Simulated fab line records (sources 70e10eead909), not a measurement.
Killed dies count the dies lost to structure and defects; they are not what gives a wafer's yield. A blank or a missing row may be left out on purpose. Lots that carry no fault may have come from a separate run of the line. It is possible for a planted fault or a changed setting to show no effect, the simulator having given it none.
The tool behind it: which one? :: flow nand_harc :: 36 wafers from 12 lots sampled at 4 of the route's 1302 steps

## WHAT THE GAUGES READ, wafer by wafer
Not one reading of a measure or inspect step in the record can be checked against a usual standard deviation.

## WHICH TOOL RAN EACH LOT (tool, then ch and the chambers of the sampled wafers, then the start)
lot: L538
NHARC_A_WL_FILL_ETCHBACK_04: rie_metal-03 ch 1, day 20 10:05
NHARC_A_WL_FILL_ETCHBACK_26: rie_si-01 ch 1,2,3, day 21 02:43
NHARC_A_WL_FILL_ALD_19: ald_metal-01 ch 2,3, day 21 02:58
NHARC_A_CONTACT_DEP_29: pecvd-03 ch 0,1,2, day 21 11:56

lot: L539
NHARC_A_WL_FILL_ETCHBACK_04: rie_metal-02 ch 0,1, day 21 04:17
NHARC_A_WL_FILL_ETCHBACK_26: rie_si-01 ch 2,3, day 21 20:20
NHARC_A_WL_FILL_ALD_19: ald_metal-03 ch 0,1,3, day 21 20:38
NHARC_A_CONTACT_DEP_29: pecvd-04 ch 0,1,2, day 22 03:11

lot: L540
NHARC_A_WL_FILL_ETCHBACK_04: rie_metal-03 ch 0,1, day 21 04:27
NHARC_A_WL_FILL_ETCHBACK_26: rie_si-03 ch 0,2,3, day 21 20:20
NHARC_A_WL_FILL_ALD_19: ald_metal-04 ch 1,2,3, day 21 20:35
NHARC_A_CONTACT_DEP_29: pecvd-04 ch 0,1, day 22 02:52

lot: L541
NHARC_A_WL_FILL_ETCHBACK_04: rie_metal-01 ch 0,1, day 21 16:37
NHARC_A_WL_FILL_ETCHBACK_26: rie_si-05 ch 0,1,2, day 22 08:01
NHARC_A_WL_FILL_ALD_19: ald_metal-04 ch 0,1,2, day 22 08:18
NHARC_A_CONTACT_DEP_29: pecvd-01 ch 1,2, day 22 14:10

lot: L544
NHARC_A_WL_FILL_ETCHBACK_04: rie_metal-01 ch 0,1, day 22 23:17
NHARC_A_WL_FILL_ETCHBACK_26: rie_si-05 ch 2,3, day 23 16:19
NHARC_A_WL_FILL_ALD_19: ald_metal-01 ch 1,2, day 23 16:37
NHARC_A_CONTACT_DEP_29: pecvd-01 ch 0,1, day 23 22:29

lot: L545
NHARC_A_WL_FILL_ETCHBACK_04: rie_metal-01 ch 0,1, day 23 12:02
NHARC_A_WL_FILL_ETCHBACK_26: rie_si-03 ch 0,2,3, day 24 02:22
NHARC_A_WL_FILL_ALD_19: ald_metal-04 ch 1,2, day 24 02:36
NHARC_A_CONTACT_DEP_29: pecvd-04 ch 0,2, day 24 08:28

lot: L549
NHARC_A_WL_FILL_ETCHBACK_04: rie_metal-03 ch 1, day 25 04:20
NHARC_A_WL_FILL_ETCHBACK_26: rie_si-05 ch 0,3, day 25 17:20
NHARC_A_WL_FILL_ALD_19: ald_metal-03 ch 0,1,3, day 25 17:38
NHARC_A_CONTACT_DEP_29: pecvd-01 ch 0,1, day 25 23:26

lot: L550
NHARC_A_WL_FILL_ETCHBACK_04: rie_metal-01 ch 0,1, day 25 08:15
NHARC_A_WL_FILL_ETCHBACK_26: rie_si-05 ch 0,3, day 25 23:27
NHARC_A_WL_FILL_ALD_19: ald_metal-04 ch 1,2,3, day 25 23:45
NHARC_A_CONTACT_DEP_29: pecvd-01 ch 1,2, day 26 06:23

lot: L552
NHARC_A_WL_FILL_ETCHBACK_04: rie_metal-02 ch 0,1, day 26 06:36
NHARC_A_WL_FILL_ETCHBACK_26: rie_si-01 ch 0,2,3, day 26 21:55
NHARC_A_WL_FILL_ALD_19: ald_metal-04 ch 0,1,3, day 26 22:13
NHARC_A_CONTACT_DEP_29: pecvd-01 ch 1,2, day 27 04:56

lot: L556
NHARC_A_WL_FILL_ETCHBACK_04: rie_metal-02 ch 0,1, day 28 10:47
NHARC_A_WL_FILL_ETCHBACK_26: rie_si-05 ch 0,1, day 29 04:13
NHARC_A_WL_FILL_ALD_19: ald_metal-04 ch 0,1,2, day 29 04:31
NHARC_A_CONTACT_DEP_29: pecvd-03 ch 0,1,2, day 29 10:28

lot: L557
NHARC_A_WL_FILL_ETCHBACK_04: rie_metal-03 ch 0,1, day 28 14:56
NHARC_A_WL_FILL_ETCHBACK_26: rie_si-01 ch 0,1,2, day 29 04:13
NHARC_A_WL_FILL_ALD_19: ald_metal-01 ch 0,2, day 29 04:30
NHARC_A_CONTACT_DEP_29: pecvd-04 ch 0,2, day 29 10:49

lot: L559
NHARC_A_WL_FILL_ETCHBACK_04: rie_metal-03 ch 0,1, day 29 00:15
NHARC_A_WL_FILL_ETCHBACK_26: rie_si-01 ch 0,1,2, day 29 15:58
NHARC_A_WL_FILL_ALD_19: ald_metal-03 ch 0,1,3, day 29 16:13
NHARC_A_CONTACT_DEP_29: pecvd-03 ch 0,2, day 29 21:58
- NHARC_A_WL_FILL_ETCHBACK_04: etches the open film in NF3, target depth 60 nm, time 120 s.
- NHARC_A_WL_FILL_ETCHBACK_26: etches the open film in HBr, target depth 52 nm, time 13.3 s.
- NHARC_A_WL_FILL_ALD_19: deposits TiN, target thk 2 nm, pulse time 3 s, ald cycles 100.
- NHARC_A_CONTACT_DEP_29: deposits SiON, target thk 100 nm.

## WHAT THE TOOLS THEMSELVES READ (means of the sampled wafers that have a number; where no wafer has one, the mark that the record gives instead)
NHARC_A_WL_FILL_ETCHBACK_04. Usual: drypump_motor_current_A 5.61 A, standard deviation 0.27; oes_product_au 0.998 a.u., standard deviation 0.009; run_length_s 141.2 s, standard deviation 0.56.
lot: L538
tool: rie_metal-03
drypump_motor_current_A (A): 5.22
oes_product_au (a.u.): 0.986
run_length_s (s): 140.8
flag: 

lot: L539
tool: rie_metal-02
drypump_motor_current_A (A): 5.78
oes_product_au (a.u.): 1.007
run_length_s (s): 141.6
flag: 

lot: L540
tool: rie_metal-03
drypump_motor_current_A (A): 5.32
oes_product_au (a.u.): 1.003
run_length_s (s): 140.9
flag: 

lot: L541
tool: rie_metal-01
drypump_motor_current_A (A): 5.87
oes_product_au (a.u.): 0.990
run_length_s (s): 141.5
flag: 

lot: L544
tool: rie_metal-01
drypump_motor_current_A (A): 5.88
oes_product_au (a.u.): 0.996
run_length_s (s): 141.6
flag: 

lot: L545
tool: rie_metal-01
drypump_motor_current_A (A): 5.86
oes_product_au (a.u.): 0.990
run_length_s (s): 141.5
flag: 

lot: L549
tool: rie_metal-03
drypump_motor_current_A (A): 5.21
oes_product_au (a.u.): 1.003
run_length_s (s): 140.6
flag: 

lot: L550
tool: rie_metal-01
drypump_motor_current_A (A): 5.89
oes_product_au (a.u.): 1.007
run_length_s (s): 141.7
flag: 

lot: L552
tool: rie_metal-02
drypump_motor_current_A (A): 5.81
oes_product_au (a.u.): 0.993
run_length_s (s): 141.6
flag: 

lot: L556
tool: rie_metal-02
drypump_motor_current_A (A): 5.80
oes_product_au (a.u.): 0.996
run_length_s (s): 141.4
flag: 

lot: L557
tool: rie_metal-03
drypump_motor_current_A (A): 5.32
oes_product_au (a.u.): 1.000
run_length_s (s): 140.7
flag: 

lot: L559
tool: rie_metal-03
drypump_motor_current_A (A): 5.43
oes_product_au (a.u.): 0.999
run_length_s (s): 141.0
flag: 

NHARC_A_WL_FILL_ETCHBACK_26. Usual: drypump_motor_current_A 5.8 A, standard deviation 0.3; oes_product_au 1.003 a.u., standard deviation 0.011; run_length_s 34.7 s, standard deviation 0.38; throttle_valve_pct 23.266 %, standard deviation 0.0091.
lot: L538
tool: rie_si-01
drypump_motor_current_A (A): 6.0
oes_product_au (a.u.): 1.009
run_length_s (s): 34.4
throttle_valve_pct (%): 23.262
flag: 

lot: L539
tool: rie_si-01
drypump_motor_current_A (A): 6.0
oes_product_au (a.u.): 1.018
run_length_s (s): 34.1
throttle_valve_pct (%): 23.265
flag: 

lot: L540
tool: rie_si-03
drypump_motor_current_A (A): 5.9
oes_product_au (a.u.): 0.998
run_length_s (s): 34.4
throttle_valve_pct (%): 23.264
flag: 

lot: L541
tool: rie_si-05
drypump_motor_current_A (A): 5.6
oes_product_au (a.u.): 0.997
run_length_s (s): 34.6
throttle_valve_pct (%): 23.280
flag: 

lot: L544
tool: rie_si-05
drypump_motor_current_A (A): 5.7
oes_product_au (a.u.): 0.991
run_length_s (s): 34.6
throttle_valve_pct (%): 23.273
flag: 

lot: L545
tool: rie_si-03
drypump_motor_current_A (A): 5.9
oes_product_au (a.u.): 1.003
run_length_s (s): 34.6
throttle_valve_pct (%): 23.263
flag: 

lot: L549
tool: rie_si-05
drypump_motor_current_A (A): 5.4
oes_product_au (a.u.): 0.994
run_length_s (s): 35.2
throttle_valve_pct (%): 23.259
flag: 

lot: L550
tool: rie_si-05
drypump_motor_current_A (A): 5.4
oes_product_au (a.u.): 0.997
run_length_s (s): 35.0
throttle_valve_pct (%): 23.268
flag: 

lot: L552
tool: rie_si-01
drypump_motor_current_A (A): 5.8
oes_product_au (a.u.): 1.005
run_length_s (s): 34.6
throttle_valve_pct (%): 23.262
flag: 

lot: L556
tool: rie_si-05
drypump_motor_current_A (A): 5.5
oes_product_au (a.u.): 0.989
run_length_s (s): 34.6
throttle_valve_pct (%): 23.269
flag: 

lot: L557
tool: rie_si-01
drypump_motor_current_A (A): 5.9
oes_product_au (a.u.): 1.003
run_length_s (s): 33.1
throttle_valve_pct (%): 23.257
flag: OFF

lot: L559
tool: rie_si-01
drypump_motor_current_A (A): 5.9
oes_product_au (a.u.): 0.997
run_length_s (s): 33.1
throttle_valve_pct (%): 23.264
flag: OFF

NHARC_A_WL_FILL_ALD_19. Usual: heater_power_w 1110 W, standard deviation 94; precursor_pulse_height_rel 1.002, standard deviation 0.023.
lot: L538
tool: ald_metal-01
heater_power_w (W): 1228
precursor_pulse_height_rel: 0.994
flag: 

lot: L539
tool: ald_metal-03
heater_power_w (W): 1033
precursor_pulse_height_rel: 0.981
flag: 

lot: L540
tool: ald_metal-04
heater_power_w (W): 1101
precursor_pulse_height_rel: 0.991
flag: 

lot: L541
tool: ald_metal-04
heater_power_w (W): 1171
precursor_pulse_height_rel: 1.014
flag: 

lot: L544
tool: ald_metal-01
heater_power_w (W): 1141
precursor_pulse_height_rel: 0.991
flag: 

lot: L545
tool: ald_metal-04
heater_power_w (W): 1193
precursor_pulse_height_rel: 1.022
flag: 

lot: L549
tool: ald_metal-03
heater_power_w (W): 1083
precursor_pulse_height_rel: 0.993
flag: 

lot: L550
tool: ald_metal-04
heater_power_w (W): 1109
precursor_pulse_height_rel: 0.999
flag: 

lot: L552
tool: ald_metal-04
heater_power_w (W): 1152
precursor_pulse_height_rel: 1.001
flag: 

lot: L556
tool: ald_metal-04
heater_power_w (W): 1223
precursor_pulse_height_rel: 1.012
flag: 

lot: L557
tool: ald_metal-01
heater_power_w (W): 1210
precursor_pulse_height_rel: 1.003
flag: 

lot: L559
tool: ald_metal-03
heater_power_w (W): 1080
precursor_pulse_height_rel: 1.008
flag: 

NHARC_A_CONTACT_DEP_29. Usual: heater_power_w 685 W, standard deviation 88; showerhead_vpp_V 1183 V, standard deviation 49.
lot: L538
tool: pecvd-03
heater_power_w (W): 685
showerhead_vpp_V (V): 1205
flag: 

lot: L539
tool: pecvd-04
heater_power_w (W): 646
showerhead_vpp_V (V): 1178
flag: 

lot: L540
tool: pecvd-04
heater_power_w (W): 626
showerhead_vpp_V (V): 1187
flag: 

lot: L541
tool: pecvd-01
heater_power_w (W): 754
showerhead_vpp_V (V): 1153
flag: 

lot: L544
tool: pecvd-01
heater_power_w (W): 707
showerhead_vpp_V (V): 1170
flag: 

lot: L545
tool: pecvd-04
heater_power_w (W): 711
showerhead_vpp_V (V): 1128
flag: 

lot: L549
tool: pecvd-01
heater_power_w (W): 741
showerhead_vpp_V (V): 1171
flag: 

lot: L550
tool: pecvd-01
heater_power_w (W): 730
showerhead_vpp_V (V): 1143
flag: 

lot: L552
tool: pecvd-01
heater_power_w (W): 838
showerhead_vpp_V (V): 1158
flag: 

lot: L556
tool: pecvd-03
heater_power_w (W): 649
showerhead_vpp_V (V): 1209
flag: 

lot: L557
tool: pecvd-04
heater_power_w (W): 630
showerhead_vpp_V (V): 1152
flag: 

lot: L559
tool: pecvd-03
heater_power_w (W): 679
showerhead_vpp_V (V): 1213
flag: 

## THE ANSWER, worked out from the rows above alone
Rule: lot off if the mean of its wafers having a number is beyond 3 standard deviations from the usual mean. A lot without any number at a reading at which 4 lots or more have one is off too. Where the step has rows for the other lots, those lots are counted as sound. Order of review: gauges by route order, followed by the tools' own readings, for which a lot's mean as printed above is used. The first step at which some lot is off is used, and at that step the reading that is off furthest; a lot without a number counts as furthest.
Off: L557, L559, at NHARC_A_WL_FILL_ETCHBACK_26 (run_length_s).
A tool fits if, at that step or a process step before it, it ran every lot that is off, and no sound lot after the first of them. This does not decide it: 2 tools fit, namely rie_metal-03 at NHARC_A_WL_FILL_ETCHBACK_04 and rie_si-01 at NHARC_A_WL_FILL_ETCHBACK_26.

## WHAT THE SIMULATOR PUT IN
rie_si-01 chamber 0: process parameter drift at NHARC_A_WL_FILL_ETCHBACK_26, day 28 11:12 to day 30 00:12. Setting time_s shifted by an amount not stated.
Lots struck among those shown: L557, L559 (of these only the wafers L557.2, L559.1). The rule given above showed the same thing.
